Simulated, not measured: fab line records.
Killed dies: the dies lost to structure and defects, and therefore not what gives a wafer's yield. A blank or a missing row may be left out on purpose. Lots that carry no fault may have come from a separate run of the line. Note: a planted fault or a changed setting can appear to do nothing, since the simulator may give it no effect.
Matching of chambers	flow n5Finfet	N5_BEOL_M10_CURE_72 on uvCure-01: 3 sister chambers
The step cures SiCOH lowk, time 120 s. 3 wafers are shown with their chamber, then 9 later ones without.

== WAFERS WITH THEIR CHAMBER ==
wafer	chamber	wafer_temp_C_max
L074.5	0	373.2
L082.6	1	373.6
L085.6	2	371.1

== WAFERS WHOSE CHAMBER IS MISSING ==
wafer	wafer_temp_C_max
L087.1	370.7
L087.4	371.1
L087.5	371.1
L090.1	371.8
L090.2	372.0
L090.5	372.4
L096.1	371.1
L096.3	371.6
L096.5	370.8

== CHAMBER TAKEN BY EACH ==
wafer	from the rows above	in truth
L087.1	2	2
L087.4	2	2
L087.5	2	2
L090.1	can't be placed: 2 or 0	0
L090.2	can't be placed: 2 or 0 or 1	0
L090.5	can't be placed: 0 or 1 or 2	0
L096.1	2	2
L096.3	2	2
L096.5	2	2
6 of 9 placed correctly. These rows do not allow placing 3 (true chamber among the candidates in 3). 0 placed wrongly.
How it was worked out, from the rows above alone: a wafer's distance from a chamber is the root of the sum, over the readings, of the square of ((its reading less the chamber's mean) divided by the reading's scatter). If the next closest chamber is less than 2 further off than the closest, the wafer can't be placed; otherwise it belongs to the closest. For every chamber, the mean is computed from those of its wafers that are shown. The scatter (one wafer shown for each chamber): square how far every hidden wafer sits from the nearest shown wafer, average those squares and take the square root.
